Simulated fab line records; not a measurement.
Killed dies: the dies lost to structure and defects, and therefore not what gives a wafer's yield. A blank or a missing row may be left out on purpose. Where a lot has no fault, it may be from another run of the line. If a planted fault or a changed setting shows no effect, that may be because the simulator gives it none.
fab line records | flow nandHarc
[record] lots = 5 | wafers = 15 | lastDay = 35
route steps=1302 shown A_CHANNEL_HOLE_D1@482 A_CHANNEL_FILL_D1@490 END@1302
lots untouched by any fault: they come from a run of this same line in which no faults occurred
startH: hours from the record's first day to the start of the lot's first wafer shown | waitH: how many hours have passed since the lot's step before this one | " repeats the value in the row above | L1.1+2: several wafers, shown together as one row | - no value, or no start was given | * or withheld: withheld | < > ~ a bound
route shown NAME@n: a module of which the file shows steps, and the number in the route of the first | usual: mean/standard deviation of fault-free wafers | same: alike in all rows | chamber/n: place in a boat | sites: each site's reading | _std_site: their standard deviation | _edge_site: outer sites' mean less inner sites' | radiusMm: for every site, how far away it sits from the centre of the wafer | mask NAME#n: copy n | behind: the last tool/chamber to shape the wafer | hold: reason for holding the lot/hours on hold/outcome of the hold | device: transistor that didn't switch, given as n, p or np | end of line: tests run on the same wafers once the route is complete | a step with no rows: only its recipe | killed: not the wafer's yield, but the dies lost to structure and defects at the first sort | map: a wafer's dies, marking killed ones x, the rest . and places with no die _
set.NAME: the setting that was run; set.NAME@STEP: the one run at that earlier step | model.NAME: the simulator's own value behind a step, which no gauge read
certain route steps with their lots: each step a table, each wafer a row
services: from which hour (startH, from the record's first day; less than 0 if before it) a tool's chamber was out of use, for how many hours, and why
[[steps]]
[step NHARC_A_CHANNEL_HOLE_D1_STRIP_43]
[recipe] o2FlowSccm = 400 | cosFlowSccm = 20 | arFlowSccm = 0 | biasW = 0 | chemistry = O2/COS
[step NHARC_A_CHANNEL_HOLE_D1_ETCH_44]
[recipe] targetDepthA = 1400 | overetchA = 140 | timeS = 77 | ionEnergyEv = 100 | cf4FlowSccm = 80 | o2FlowSccm = 20 | arFlowSccm = 0 | rfW = 300 | biasW = 100 | chemistry = CF4/O2
[step NHARC_A_CHANNEL_HOLE_D1_STRIP_27]
[recipe] o2FlowSccm = 500 | arFlowSccm = 0 | biasW = 0 | chemistry = O2
[usual] drypumpMotorCurrentA = 5.9/0.44 | mfcArSccm = 0.006/0.0073 | oesProductAu = 1.002/0.01 | rfVppV = 57.6/0.82 | showerheadPlenumPTorr = 3.46/0.084 | throttleValvePct = 17.036/0.0084
lot.wafer | tool       | chamber | startH | waitH | drypumpMotorCurrentA | mfcArSccm | oesProductAu | rfHoursCounterH | rfVppV | showerheadPlenumPTorr | throttleValvePct
L460.1    | rieDiel-07 | 1       | -      | -     | 5.9                  | 0         | 1.020        | 7               | 57.8   | 3.43                  | 17.039
L460.3    | "          | 0       | "      | "     | 6.0                  | 0.015     | 0.989        | 6               | 56.1   | 3.58                  | 17.038
L460.4    | "          | 2       | "      | "     | 5.4                  | 0         | 1.008        | -               | 56.9   | 3.38                  | 17.022
L467.3    | rieDiel-07 | 3       | -      | -     | 6.4                  | 0.012     | 0.986        | 10              | 58.2   | 3.44                  | 17.036
L467.2    | "          | 1       | "      | "     | 5.9                  | 0         | 1.011        | 12              | 58.7   | 3.43                  | 17.036
L467.6    | "          | 3       | "      | "     | 6.4                  | 0.012     | 0.990        | -               | 56.7   | 3.44                  | 17.042
L471.4    | rieDiel-07 | 1       | -      | -     | 5.9                  | 0         | 1.008        | 15              | 56.8   | 3.43                  | 17.042
L471.2    | "          | 2       | "      | "     | 5.4                  | 0         | 1.005        | 14              | 56.7   | 3.38                  | 17.027
L471.1    | "          | 3       | "      | "     | 6.4                  | 0.012     | 1.002        | 13              | 56.7   | 3.44                  | 17.040
L482.1    | rieDiel-07 | 0       | -      | -     | 6.0                  | 0.015     | 1.016        | 9               | 58.6   | 3.57                  | 17.040
L482.4    | "          | 1       | "      | "     | 6.0                  | 0         | 0.994        | 9               | 55.5   | 3.42                  | 17.023
L482.6    | "          | 1       | "      | "     | 6.0                  | 0         | 0.989        | -               | 57.8   | 3.42                  | 17.034
L483.1    | rieDiel-07 | 0       | -      | -     | 6.0                  | 0.015     | 1.023        | 10              | 57.5   | 3.57                  | 17.053
L483.5    | "          | 2       | "      | "     | 5.4                  | 0         | 1.013        | -               | 57.0   | 3.37                  | 17.045
L483.6    | "          | 3       | "      | "     | 6.4                  | 0.012     | 1.003        | -               | 57.7   | 3.43                  | 17.035
[step NHARC_A_CHANNEL_HOLE_D1_PRECLEAN_28]
[recipe] timeS = * | tempC = 50 | bathAgeMin = 0 | chemistry = SC1
[step NHARC_A_CHANNEL_HOLE_D1_SRD_29]
[step NHARC_A_CHANNEL_HOLE_D1_CD_MEAS_30]
[usual] cdNm = 90.1/1.2
lot.wafer | tool     | chamber | startH | waitH | cdNm
L460.1    | cdSem-02 | -       | 194.46 | -     | 88.7
L460.3    | "        | -       | "      | "     | 89.8
L460.4    | "        | -       | "      | "     | 89.9
L467.2    | cdSem-02 | -       | 259.38 | -     | 88.8
L467.3    | "        | -       | "      | "     | 88.9
L467.6    | "        | -       | "      | "     | 88.7
L471.1    | cdSem-01 | -       | 291.35 | -     | 91.3
L471.2    | "        | -       | "      | "     | 88.5
L471.4    | "        | -       | "      | "     | 90.4
L482.1    | cdSem-02 | -       | 403.05 | -     | 92.1
L482.4    | "        | -       | "      | "     | 89.5
L482.6    | "        | -       | "      | "     | 89.4
L483.1    | cdSem-01 | -       | 417.86 | -     | 91.0
L483.5    | "        | -       | "      | "     | 91.3
L483.6    | "        | -       | "      | "     | 90.5
[step NHARC_A_CHANNEL_HOLE_D1_XSEM_31]
[recipe] landingEnergyEv = 35000
[usual] botCdNm = 74.6/1.3 | bowNm = 8.67/0.25 | tiltDeg = 0.08/0.042
lot.wafer | tool    | chamber | startH | waitH | botCdNm | bowNm | tiltDeg
L460.1    | xsem-02 | 0       | 194.55 | 0.1   | 73.2    | 9.10  | 0.03
L460.3    | "       | 0       | "      | "     | 74.5    | 9.16  | 0.03
L460.4    | "       | 0       | "      | "     | 75.2    | 9.18  | 0.02
L467.2    | xsem-01 | 0       | 259.46 | 0.1   | 73.0    | 8.44  | 0.06
L467.3    | "       | 0       | "      | "     | 73.0    | 8.40  | 0.06
L467.6    | "       | 0       | "      | "     | 72.6    | 8.39  | 0.06
L471.1    | xsem-01 | 0       | 291.43 | 0.1   | 76.3    | 8.71  | 0.08
L471.2    | "       | 0       | "      | "     | 72.8    | 8.74  | 0.08
L471.4    | "       | 0       | "      | "     | 75.3    | 8.73  | 0.08
L482.1    | xsem-02 | 0       | 403.14 | 0.1   | 77.0    | 8.60  | 0.08
L482.4    | "       | 0       | "      | "     | 74.4    | 8.74  | 0.08
L482.6    | "       | 0       | "      | "     | 74.7    | 8.75  | 0.08
L483.1    | xsem-02 | 0       | 417.96 | 0.1   | 74.1    | 8.98  | 0.17
L483.5    | "       | 0       | "      | "     | 75.6    | 9.04  | 0.17
L483.6    | "       | 0       | "      | "     | 73.8    | 9.10  | 0.17
[step NHARC_A_CHANNEL_HOLE_D1_INSPECT_40]
[usual] rawDefectCount = 76/21
lot.wafer | tool             | chamber | startH | waitH | rawDefectCount
L460.1    | defectInspect-02 | -       | 194.65 | -     | 65
L460.3    | "                | -       | "      | "     | 32
L460.4    | "                | -       | "      | "     | 43
L467.2    | defectInspect-01 | -       | 259.56 | -     | 99
L467.3    | "                | -       | "      | "     | 115
L467.6    | "                | -       | "      | "     | 90
L471.1    | defectInspect-01 | -       | 291.54 | -     | 47
L471.2    | "                | -       | "      | "     | 46
L471.4    | "                | -       | "      | "     | 63
L482.1    | defectInspect-01 | -       | 403.24 | -     | 51
L482.4    | "                | -       | "      | "     | 42
L482.6    | "                | -       | "      | "     | 42
L483.1    | defectInspect-02 | -       | 418.05 | -     | 108
L483.5    | "                | -       | "      | "     | 89
L483.6    | "                | -       | "      | "     | 83
[step NHARC_A_CHANNEL_FILL_D1_PRECLEAN_00]
[recipe] timeS = * | tempC = 50 | bathAgeMin = 0 | chemistry = SC1
[step NHARC_A_CHANNEL_FILL_D1_SRD_01]
[step NHARC_A_CHANNEL_FILL_D1_ALD_02]
[recipe] targetThkA = 60 | pulseTimeS = 10 | aldCycles = 60 | tempC = 300 | material = SiO2
[usual] aldCycles = 60/0 | heaterPowerW = 472/40 | precursorPulseHeightRel = 1.001/0.019
lot.wafer | tool     | chamber | startH | waitH | aldCycles | heaterPowerW | precursorPulseHeightRel
L460.3    | aldHk-01 | 0       | 195.03 | 0.3   | 60        | 412          | 1.006
L460.4    | "        | 1       | "      | "     | 60        | 419          | 0.989
L460.1    | "        | 2       | "      | "     | 60        | 446          | 1.008
L467.2    | aldHk-02 | 0       | 259.82 | -     | 60        | 521          | 1.022
L467.3    | "        | 1       | "      | "     | 60        | 519          | 1.023
L467.6    | "        | 0       | "      | "     | 60        | 521          | 1.030
L471.2    | aldHk-01 | 1       | 291.74 | -     | 60        | 431          | 0.979
L471.1    | "        | 3       | "      | "     | 60        | 499          | 0.993
L471.4    | "        | 0       | "      | "     | 60        | 418          | 0.980
L482.1    | aldHk-02 | 0       | 403.58 | -     | 60        | 535          | 1.009
L482.4    | "        | 1       | "      | "     | 60        | 494          | 1.011
L482.6    | "        | 2       | "      | "     | 60        | 472          | 0.980
L483.1    | aldHk-02 | 2       | 418.53 | -     | 60        | 475          | 0.988
L483.6    | "        | 3       | "      | "     | 60        | 479          | 0.983
L483.5    | "        | 0       | "      | "     | 60        | 527          | 0.995
[step NHARC_A_CHANNEL_FILL_D1_ALD_03]
[recipe] targetThkA = 60 | pulseTimeS = 60 | aldCycles = 58 | tempC = 630 | pressureTorr = 2 | material = SiNx
[usual] aldCycles = 58/0 | precursorPulseHeightRel = 1.002/0.019
lot.wafer | tool           | chamber | startH | waitH | aldCycles | precursorPulseHeightRel
L460.1    | aldSinBatch-02 | 0       | -      | -     | 58        | 1.022
L460.3    | "              | 0       | "      | "     | 58        | 0.993
L460.4    | "              | 0       | "      | "     | 58        | 1.000
L467.2    | aldSinBatch-03 | 0       | -      | -     | 58        | 0.999
L467.3    | "              | 0       | "      | "     | 58        | 1.016
L467.6    | "              | 0       | "      | "     | 58        | 0.990
L471.1    | aldSinBatch-03 | 0       | -      | -     | 58        | 1.001
L471.2    | "              | 0       | "      | "     | 58        | 1.029
L471.4    | "              | 0       | "      | "     | 58        | 1.001
L482.1    | aldSinBatch-01 | 0       | -      | -     | 58        | 0.974
L482.4    | "              | 0       | "      | "     | 58        | 1.009
L482.6    | "              | 0       | "      | "     | 58        | 1.002
L483.1    | aldSinBatch-03 | 0       | -      | -     | 58        | 0.982
L483.5    | "              | 0       | "      | "     | 58        | 1.026
L483.6    | "              | 0       | "      | "     | 58        | 1.000
[step NHARC_A_CHANNEL_FILL_D1_ALD_14]
[recipe] targetThkA = 25 | pulseTimeS = 10 | aldCycles = 25 | tempC = 300 | material = SiO2
[usual] aldCycles = 25/0 | heaterPowerW = 471/40 | precursorPulseHeightRel = 1.000/0.018
lot.wafer | tool     | chamber | startH | waitH | aldCycles | heaterPowerW | precursorPulseHeightRel
L460.4    | aldHk-02 | 3       | 201.00 | 0.0   | 25        | 515          | 1.024
L460.3    | "        | 0       | "      | "     | 25        | 501          | 0.977
L460.1    | "        | 1       | "      | "     | 25        | 504          | 1.013
L467.3    | aldHk-02 | 2       | 266.81 | 0.1   | 25        | 481          | 0.996
L467.2    | "        | 0       | "      | "     | 25        | 530          | 0.976
L467.6    | "        | 1       | "      | "     | 25        | 504          | 0.981
L471.1    | aldHk-02 | 1       | 298.82 | 0.1   | 25        | 493          | 1.004
L471.2    | "        | 2       | "      | "     | 31        | 479          | 0.992
L471.4    | "        | 3       | "      | "     | 25        | 514          | 1.003
L482.4    | aldHk-01 | 2       | 410.54 | 0.1   | 25        | 414          | 0.989
L482.1    | "        | 3       | "      | "     | 25        | 483          | 0.974
L482.6    | "        | 1       | "      | "     | 25        | 438          | 1.005
L483.1    | aldHk-01 | 0       | 424.88 | 0.0   | 25        | 413          | 0.985
L483.6    | "        | 0       | "      | "     | 25        | 411          | 0.983
L483.5    | "        | 1       | "      | "     | 25        | 424          | 1.031
[step NHARC_A_CHANNEL_FILL_D1_ALD_15]
[recipe] targetThkA = 20 | pulseTimeS = 60 | aldCycles = 19 | tempC = 630 | pressureTorr = 2 | material = SiNx
[usual] aldCycles = 19/0 | precursorPulseHeightRel = 1.001/0.019
lot.wafer | tool           | chamber | startH | waitH | aldCycles | precursorPulseHeightRel
L460.1    | aldSinBatch-02 | 0       | -      | -     | 19        | 0.994
L460.3    | "              | 0       | "      | "     | 19        | 0.999
L460.4    | "              | 0       | "      | "     | 19        | 1.006
L467.2    | aldSinBatch-03 | 0       | -      | -     | 19        | 0.986
L467.3    | "              | 0       | "      | "     | 19        | 1.012
L467.6    | "              | 0       | "      | "     | 19        | 0.993
L471.1    | aldSinBatch-01 | 0       | -      | -     | 19        | 0.962
L471.2    | "              | 0       | "      | "     | 19        | 1.004
L471.4    | "              | 0       | "      | "     | 19        | 1.008
L482.1    | aldSinBatch-02 | 0       | -      | -     | 19        | 0.971
L482.4    | "              | 0       | "      | "     | 19        | 1.018
L482.6    | "              | 0       | "      | "     | 19        | 0.976
L483.1    | aldSinBatch-01 | 0       | -      | -     | 19        | 1.008
L483.5    | "              | 0       | "      | "     | 19        | 0.989
L483.6    | "              | 0       | "      | "     | 19        | 1.017
[step NHARC_END_SORT_01]
[recipe] tempC = 25
[usual] killedAtArray = 62/22 | killedAtOther = 1.0/1.4 | killedAtPeriphery = 4.2/2.8 | killedDies = 67/23 | killedOpen = 3.1/1.7 | killedShort = 2.1/1.5
[same] grossDies = 677
lot.wafer | tool      | chamber | startH | waitH | killedAtArray | killedAtOther | killedAtPeriphery | killedDies | killedOpen | killedShort
L460.1    | prober-02 | 0       | 580.10 | 2.5   | 51            | 1             | 9                 | 61         | 0          | 3
L460.3    | prober-02 | 0       | 581.68 | 3.1   | 55            | 0             | 5                 | 60         | 4          | 1
L460.4    | prober-02 | 0       | 582.47 | 3.4   | 44            | 0             | 5                 | 49         | 4          | 0
L467.2    | prober-02 | 0       | 621.46 | 2.8   | 92            | 0             | 11                | 103        | 5          | 1
L467.3    | prober-02 | 0       | 622.27 | 3.1   | 102           | 0             | 6                 | 108        | 7          | 1
L467.6    | prober-02 | 0       | 624.68 | 4.0   | 71            | 0             | 6                 | 77         | 4          | 3
L471.1    | prober-01 | 0       | 661.74 | 2.5   | 52            | 1             | 5                 | 58         | 3          | 0
L471.2    | prober-01 | 0       | 662.55 | 2.8   | 47            | 0             | 4                 | 51         | 5          | 0
L471.4    | prober-01 | 0       | 664.16 | 3.4   | 57            | 2             | 2                 | 61         | 2          | 3
L482.1    | prober-01 | 0       | 786.86 | 2.5   | 25            | 0             | 3                 | 28         | 4          | 3
L482.4    | prober-01 | 0       | 789.25 | 3.4   | 32            | 1             | 6                 | 39         | 6          | 2
L482.6    | prober-01 | 0       | 790.83 | 4.0   | 31            | 1             | 5                 | 37         | 4          | 6
L483.1    | prober-02 | 0       | 824.05 | 2.5   | 95            | 0             | 5                 | 100        | 1          | 2
L483.5    | prober-02 | 0       | 827.25 | 3.7   | 89            | 1             | 6                 | 96         | 6          | 2
L483.6    | prober-02 | 0       | 828.05 | 4.0   | 88            | 0             | 2                 | 90         | 3          | 4
// killed by level:class
L460.1 A_CHANNEL_HOLE_D2:chamberFilmFlake=30 A_CONTACT:chamberFilmFlake=8 P_M1:chamberFilmFlake=5 A_STAIRCASE:chamberFilmFlake=5 A_CHANNEL_HOLE_D1:chamberFilmFlake=4 P_GATE:chamberFilmFlake=3 A_ONON_D1:geometricParticle:short=1 A_CHANNEL_FILL_D2:geometricParticle:short=1
L460.3 A_CHANNEL_HOLE_D2:chamberFilmFlake=32 A_CONTACT:chamberFilmFlake=11 P_M1:chamberFilmFlake=3 A_CHANNEL_HOLE_D1:chamberFilmFlake=2 A_DECK1_JOINT:chamberFilmFlake=2 A_CHANNEL_FILL_D1:geometricParticle:open=1 A_CHANNEL_FILL_D2:geometricParticle:open=1 A_CHANNEL_FILL_D2:geometricParticle:short=1
L460.4 A_CHANNEL_HOLE_D2:chamberFilmFlake=34 P_GATE:chamberFilmFlake=2 A_CHANNEL_FILL_D2:chamberFilmFlake=2 A_CONTACT:chamberFilmFlake=2 P_M0:geometricParticle:open=1 A_CHANNEL_HOLE_D2:geometricParticle:open=1 A_M0:geometricParticle:open=1 A_BONDPAD:geometricParticle:open=1
L467.2 A_CHANNEL_HOLE_D1:chamberFilmFlake=32 A_SLIT:chamberFilmFlake=26 A_CHANNEL_HOLE_D2:chamberFilmFlake=25 P_M0:chamberFilmFlake=8 A_CONTACT:chamberFilmFlake=3 A_CHANNEL_FILL_D1:geometricParticle:open=2 P_M0:geometricParticle:open=1 A_ONON_D1:geometricParticle:open=1
L467.3 A_CHANNEL_HOLE_D2:chamberFilmFlake=31 A_SLIT:chamberFilmFlake=30 A_CHANNEL_HOLE_D1:chamberFilmFlake=29 A_ZERO_WELL:chamberFilmFlake=3 P_GATE:chamberFilmFlake=2 A_CONTACT:chamberFilmFlake=2 P_STI:geometricParticle:open=1 P_GATE:geometricParticle:open=1
L467.6 A_SLIT:chamberFilmFlake=29 A_CHANNEL_HOLE_D1:chamberFilmFlake=21 A_CHANNEL_HOLE_D2:chamberFilmFlake=15 A_CONTACT:chamberFilmFlake=2 P_STI:geometricParticle:open=1 P_M0:geometricParticle:short=1 P_M0:geometricParticle:open=1 P_M1:geometricParticle:open=1
L471.1 A_SLIT:chamberFilmFlake=39 A_CHANNEL_HOLE_D1:chamberFilmFlake=4 A_CONTACT:chamberFilmFlake=3 P_ZERO_WELL:chamberFilmFlake=2 A_CHANNEL_FILL_D1:chamberFilmFlake=2 P_M0:geometricParticle:open=1 P_M1:geometricParticle:open=1 A_DECK1_JOINT:geometricParticle:open=1
L471.2 A_SLIT:chamberFilmFlake=30 A_CHANNEL_HOLE_D1:chamberFilmFlake=6 A_CONTACT:chamberFilmFlake=5 A_CHANNEL_FILL_D1:chamberFilmFlake=2 P_STI:geometricParticle:open=1 P_GATE:geometricParticle:open=1 P_M0:geometricParticle:open=1 A_CHANNEL_FILL_D1:geometricParticle:open=1
L471.4 A_SLIT:chamberFilmFlake=34 A_CHANNEL_HOLE_D1:chamberFilmFlake=9 A_CONTACT:chamberFilmFlake=3 A_ZERO_WELL:chamberFilmFlake=2 A_SGD_CUT:chamberFilmFlake=2 A_WL_FILL:chamberFilmFlake=2 THIN_TSV:chamberFilmFlake=2 P_M2:geometricParticle:short=1
L482.1 A_SLIT:chamberFilmFlake=7 A_SGD_CUT:chamberFilmFlake=3 A_CHANNEL_HOLE_D1:chamberFilmFlake=2 A_CHANNEL_HOLE_D2:chamberFilmFlake=2 A_CONTACT:chamberFilmFlake=2 P_CONTACT:geometricParticle:short=1 P_M0:geometricParticle:open=1 A_CHANNEL_FILL_D1:geometricParticle:short=1
L482.4 A_CONTACT:chamberFilmFlake=11 A_SLIT:chamberFilmFlake=6 P_CONTACT:geometricParticle:open=3 A_CHANNEL_HOLE_D1:unspecified=3 A_SGD_CUT:chamberFilmFlake=3 A_CHANNEL_FILL_D1:geometricParticle:open=2 P_ZERO_WELL:chamberFilmFlake=2 A_CHANNEL_FILL_D1:geometricParticle:short=1
L482.6 A_SLIT:chamberFilmFlake=10 A_SGD_CUT:chamberFilmFlake=4 A_CONTACT:chamberFilmFlake=4 A_M0:geometricParticle:open=2 P_ZERO_WELL:chamberFilmFlake=2 A_CHANNEL_HOLE_D1:unspecified=2 A_WL_FILL:chamberFilmFlake=2 P_GATE:geometricParticle:open=1
L483.1 A_CHANNEL_HOLE_D2:chamberFilmFlake=33 A_SLIT:chamberFilmFlake=32 A_CHANNEL_HOLE_D1:chamberFilmFlake=14 A_CONTACT:chamberFilmFlake=6 P_M0:geometricParticle:short=2 P_GATE:chamberFilmFlake=2 A_CHANNEL_FILL_D2:chamberFilmFlake=2 A_STAIRCASE:chamberFilmFlake=2
L483.5 A_SLIT:chamberFilmFlake=33 A_CHANNEL_HOLE_D2:chamberFilmFlake=27 A_CHANNEL_HOLE_D1:chamberFilmFlake=17 A_CONTACT:chamberFilmFlake=5 A_STAIRCASE:chamberFilmFlake=3 P_GATE:geometricParticle:open=1 P_M0:geometricParticle:short=1 P_M0:geometricParticle:open=1
L483.6 A_SLIT:chamberFilmFlake=26 A_CHANNEL_HOLE_D2:chamberFilmFlake=25 A_CHANNEL_HOLE_D1:chamberFilmFlake=13 A_CONTACT:chamberFilmFlake=9 A_STAIRCASE:chamberFilmFlake=5 A_CHANNEL_FILL_D2:geometricParticle:short=2 A_M0:geometricParticle:open=2 A_WL_FILL:chamberFilmFlake=2
[[services]]
tool           | chamber | startH | hours | kind
aldHk-02       | -       | 171.85 | 10.0  | pm
aldHk-02       | 0       | 171.85 | 10.0  | ventCycle
aldHk-02       | 1       | 171.85 | 10.0  | ventCycle
aldHk-02       | 2       | 171.85 | 10.0  | ventCycle
aldHk-02       | 3       | 171.85 | 10.0  | ventCycle
xsem-01        | -       | 175.88 | 1.6   | repair
aldHk-02       | 0       | 181.85 | -     | clean
aldHk-02       | 1       | 181.85 | -     | clean
aldHk-02       | 2       | 181.85 | -     | clean
aldHk-02       | 3       | 181.85 | -     | clean
rieDiel-07     | 3       | 191.34 | 11.0  | repair
rieDiel-07     | 1       | 246.76 | 2.4   | repair
aldSinBatch-02 | -       | 266.24 | 26.0  | pm
xsem-01        | -       | 288.09 | 0.4   | repair
rieDiel-07     | -       | 294.41 | 9.0   | pm
aldHk-01       | -       | 297.79 | 10.0  | pm
aldHk-02       | -       | 326.68 | 1.1   | repair
rieDiel-07     | 3       | 350.42 | 9.2   | repair
aldHk-02       | -       | 352.90 | 10.0  | pm
aldHk-02       | 0       | 352.90 | 10.0  | ventCycle
aldHk-02       | 1       | 352.90 | 10.0  | ventCycle
rieDiel-07     | 2       | 369.73 | 4.6   | repair
xsem-01        | -       | 374.00 | 14.0  | pm
rieDiel-07     | -       | 410.13 | 0.6   | repair
[[key]]
[firstSign] step = NHARC_A_CHANNEL_FILL_D1_ALD_14 | reading = aldCycles | direction = up | sigmas = 99+ | usual = 25 | struck = 31
effect none on later readings
metAt NHARC_A_CHANNEL_FILL_D1_ALD_14
struckWafers L471.2
testerLeftOut L471
onsetBetween 266.81 298.82
[fault] kind = processParameterDrift | tool = aldHk-02 | chamber = - | onsetH = 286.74 | steps = NHARC_A_CHANNEL_FILL_D1_ALD_14 | channel = aldCycles | offset = 6 | shape = step | endH = 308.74 | scope = struckWafersOnly | actsIn = theseRecipesOnly | stated = 25
// testerLeftOut: of these lots the tester's yield and bins aren't shown, on N5 and GAA mostly nor the transistor test; their killed dies are dies lost to structure and defects alone, not to doping, threshold or leakage, so they don't give the yield
